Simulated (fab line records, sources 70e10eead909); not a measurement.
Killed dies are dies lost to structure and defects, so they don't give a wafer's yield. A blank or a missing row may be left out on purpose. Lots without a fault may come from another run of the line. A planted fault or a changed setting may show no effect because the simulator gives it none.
Chamber matching | flow nand_harc | NHARC_P_M1_STRIP_19 on wet_bench-08: 7 sister chambers
The step strips in post etch residue remover, time 600 s. 14 wafers are shown with their chamber, then 5 later ones without.

WAFERS WITH THEIR CHAMBER
wafer  | chamber | run_length_s (s) | bath_heat_duty_pct (%)
L825.1 | 4       | 604.3            | 9.9
L825.2 | 5       | 602.2            | 14.4
L825.6 | 2       | 602.9            | 14.0
L826.3 | 1       | 603.8            | 11.4
L826.4 | 0       | 604.2            | 12.4
L826.5 | 3       | 602.4            | 11.7
L831.1 | 0       | 604.6            | 12.1
L831.2 | 7       | 605.1            | 13.1
L831.4 | 4       | 604.9            | 11.4
L844.1 | 5       | 602.2            | 13.9
L844.3 | 4       | 604.4            | 10.4
L844.4 | 1       | 602.9            | 12.0
L845.1 | 2       | 603.1            | 15.0
L845.3 | 1       | 603.5            | 9.9

SIGNATURES (means of the wafers above)
reading            | chamber 0 | chamber 1 | chamber 2 | chamber 3 | chamber 4 | chamber 5 | chamber 7 | scatter within a chamber
run_length_s       | 604.400   | 603.400   | 603.000   | 602.400   | 604.533   | 602.200   | 605.100   | 0.322
bath_heat_duty_pct | 12.250    | 11.100    | 14.500    | 11.700    | 10.567    | 14.150    | 13.100    | 0.772
Rule: a wafer's distance from a chamber is the root of the sum, over the readings, of the square of ((its reading less the chamber's mean) divided by the reading's scatter). The wafer belongs to the nearest chamber; if the next one is less than 2 further off, it can't be placed. The scatter: the root of (the sum of the squares of (reading less its chamber's mean) over the shown wafers, divided by (wafers less chambers)).

WAFERS WITHOUT THEIR CHAMBER
wafer  | run_length_s (s) | bath_heat_duty_pct (%)
L846.1 | 602.5            | 11.4
L846.3 | 600.8            | 13.2
L847.3 | 602.8            | 11.8
L847.4 | 604.0            | 10.8
L847.6 | 602.1            | 14.0

WHICH CHAMBER EACH WENT THROUGH
wafer  | from the rows above          | in truth
L846.1 | 3                            | 3
L846.3 | can't be placed: 5 or 3      | 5
L847.3 | can't be placed: 3 or 1      | 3
L847.4 | can't be placed: 4 or 1 or 0 | 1
L847.6 | 5                            | 5
Placed correctly: 2 of 5. Can't be placed from these rows: 3 (the true chamber is among the candidates in 3). Placed wrongly: 0.
